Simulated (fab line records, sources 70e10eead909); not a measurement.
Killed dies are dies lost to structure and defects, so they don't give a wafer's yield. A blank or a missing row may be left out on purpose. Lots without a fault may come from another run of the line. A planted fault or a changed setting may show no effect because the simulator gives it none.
Chamber matching | flow nand_harc | NHARC_A_STAIRCASE_CMP_450 on cmp-02: 4 sister chambers
The step polishes SiO2, target thk 200 nm. 4 wafers are shown with their chamber, then 9 later ones without.

WAFERS WITH THEIR CHAMBER
wafer  | chamber | motor_current_A (A)
L079.5 | 0       | 12.1
L087.1 | 2       | 12.2
L087.2 | 1       | 11.3
L087.3 | 3       | 11.6

WAFERS WITHOUT THEIR CHAMBER
wafer  | motor_current_A (A)
L091.1 | 10.4
L091.5 | 12.6
L091.6 | 11.8
L092.1 | 12.7
L092.2 | 12.2
L092.5 | 13.6
L094.1 | 11.8
L094.3 | 11.4
L094.4 | 12.1

WHICH CHAMBER EACH WENT THROUGH
wafer  | from the rows above               | in truth
L091.1 | can't be placed: 1 or 3 or 0 or 2 | 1
L091.5 | can't be placed: 2 or 0 or 3 or 1 | 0
L091.6 | can't be placed: 3 or 0 or 2 or 1 | 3
L092.1 | can't be placed: 2 or 0 or 3 or 1 | 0
L092.2 | can't be placed: 2 or 0 or 3 or 1 | 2
L092.5 | can't be placed: 2 or 0 or 3 or 1 | 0
L094.1 | can't be placed: 3 or 0 or 2 or 1 | 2
L094.3 | can't be placed: 1 or 3 or 0 or 2 | 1
L094.4 | can't be placed: 0 or 2 or 3 or 1 | 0
Placed correctly: 0 of 9. Can't be placed from these rows: 9 (the true chamber is among the candidates in 9). Placed wrongly: 0.
How it was worked out, from the rows above alone: a wafer's distance from a chamber is the root of the sum, over the readings, of the square of ((its reading less the chamber's mean) divided by the reading's scatter). The wafer belongs to the nearest chamber; if the next one is less than 2 further off, it can't be placed. A chamber's mean is the mean of its shown wafers. The scatter: with one shown wafer a chamber, the root of the mean of the squares of how far each hidden wafer lies from its nearest shown one.
